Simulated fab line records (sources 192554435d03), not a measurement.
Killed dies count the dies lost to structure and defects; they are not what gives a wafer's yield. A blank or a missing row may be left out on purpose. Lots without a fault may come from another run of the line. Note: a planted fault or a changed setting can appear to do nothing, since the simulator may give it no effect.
Matching of chambers + flow n5 finfet + uv cure-03 running N5_BEOL_M6_CURE_75: 3 sister chambers
The step cures SiCOH lowk, time 120 s. 6 wafers are shown with their chamber, then 9 later ones without.

WAFERS WITH THEIR CHAMBER
| wafer  | chamber | wafer_temp_C_max | lamp power pct (%) |
|--------|---------|------------------|--------------------|
| L074.4 | 1       | 373.7            | 52.37              |
| L074.6 | 1       | 372.7            | 52.27              |
| L083.4 | 0       | 371.6            | 52.25              |
| L083.6 | 0       | 372.8            | 52.30              |
| L085.3 | 2       | 371.2            | 52.34              |
| L085.6 | 2       | 370.7            | 52.32              |

WAFERS MISSING THEIR CHAMBER
| wafer  | wafer_temp_C_max | lamp power pct (%) |
|--------|------------------|--------------------|
| L087.1 | 371.0            | 52.35              |
| L087.2 | 370.8            | 52.35              |
| L087.5 | 370.9            | 52.35              |
| L092.1 | 371.8            | 52.22              |
| L092.2 | 371.7            | 52.36              |
| L092.5 | 371.9            | 52.28              |
| L091.1 | 371.5            | 52.37              |
| L091.4 | 371.1            | 52.32              |
| L091.5 | 371.2            | 52.31              |

WHICH CHAMBER EACH ONE RAN IN
| wafer  | from the rows above          | in truth |
|--------|------------------------------|----------|
| L087.1 | can't be placed: 2 or 0      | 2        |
| L087.2 | 2                            | 2        |
| L087.5 | 2                            | 2        |
| L092.1 | can't be placed: 0 or 2 or 1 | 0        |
| L092.2 | can't be placed: 2 or 0 or 1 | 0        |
| L092.5 | can't be placed: 0 or 2 or 1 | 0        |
| L091.1 | can't be placed: 2 or 0 or 1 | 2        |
| L091.4 | can't be placed: 2 or 0      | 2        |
| L091.5 | can't be placed: 2 or 0      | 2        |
2 of 9 placed correctly. Unplaceable from these rows: 7, with the true chamber sitting among the candidates in 7. Placed wrongly: 0.
How it was worked out, from the rows above alone: a wafer's distance from a chamber is the root of the sum, over the readings, of the square of ((its reading less the chamber's mean) divided by the reading's scatter). The wafer belongs to the nearest chamber; if the next one is less than 2 further off, it can't be placed. Each chamber's mean is taken over the wafers shown for it. The scatter: the root of (the sum of the squares of (reading less its chamber's mean) over the shown wafers, divided by (wafers less chambers)).
